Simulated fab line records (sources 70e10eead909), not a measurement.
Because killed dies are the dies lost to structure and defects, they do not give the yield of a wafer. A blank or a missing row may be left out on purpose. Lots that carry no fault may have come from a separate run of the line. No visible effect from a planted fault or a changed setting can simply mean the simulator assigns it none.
Chamber matching + flow nandHarc + NHARC_HYBRID_BOND_ACTIVATE_00 on rieDiel-10: 4 sister chambers
The step chemistry N2, time 60 s. 8 wafers are shown with their chamber, then 8 later ones without.

EACH WAFER AND ITS CHAMBER
| wafer  | chamber | drypumpMotorCurrentA (A) | oesProductAu (a.u.) |
|--------|---------|--------------------------|---------------------|
| L656.5 | 2       | 6.5                      | 1.000               |
| L658.1 | 0       | 6.4                      | 1.009               |
| L661.5 | 3       | 5.0                      | 1.027               |
| L662.2 | 1       | 5.1                      | 0.990               |
| L662.3 | 2       | 6.4                      | 0.997               |
| L662.6 | 3       | 5.1                      | 1.007               |
| L663.6 | 1       | 5.1                      | 0.990               |
| L671.2 | 0       | 6.4                      | 1.003               |

WAFERS WHOSE CHAMBER IS MISSING
| wafer  | drypumpMotorCurrentA (A) | oesProductAu (a.u.) |
|--------|--------------------------|---------------------|
| L671.3 | 5.0                      | 1.007               |
| L671.4 | 5.1                      | 0.994               |
| L670.1 | 5.1                      | 1.007               |
| L670.2 | 6.5                      | 0.996               |
| L670.4 | 6.4                      | 0.992               |
| L674.4 | 6.4                      | 1.006               |
| L674.5 | 5.1                      | 1.000               |
| L674.6 | 6.4                      | 1.006               |

THE CHAMBER EACH PASSED THROUGH
| wafer  | from the rows above     | in truth |
|--------|-------------------------|----------|
| L671.3 | can't be placed: 3 or 1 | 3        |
| L671.4 | 1                       | 1        |
| L670.1 | can't be placed: 3 or 1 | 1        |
| L670.2 | can't be placed: 2 or 0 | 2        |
| L670.4 | can't be placed: 2 or 0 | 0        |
| L674.4 | can't be placed: 0 or 2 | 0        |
| L674.5 | can't be placed: 1 or 3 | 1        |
| L674.6 | can't be placed: 0 or 2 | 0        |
Placed correctly: 1 of 8. Unplaceable from these rows: 7, with the true chamber sitting among the candidates in 7. 0 placed wrongly.
How it was worked out, from the rows above alone: a wafer's distance from a chamber is the root of the sum, over the readings, of the square of ((its reading less the chamber's mean) divided by the reading's scatter). The wafer belongs to the nearest chamber; if the next one is less than 2 further off, it can't be placed. A chamber's mean is the mean of its shown wafers. How the scatter is found: for the shown wafers, subtract from each reading the mean of its chamber, square and add these, divide the total by (wafers less chambers), then take the root.
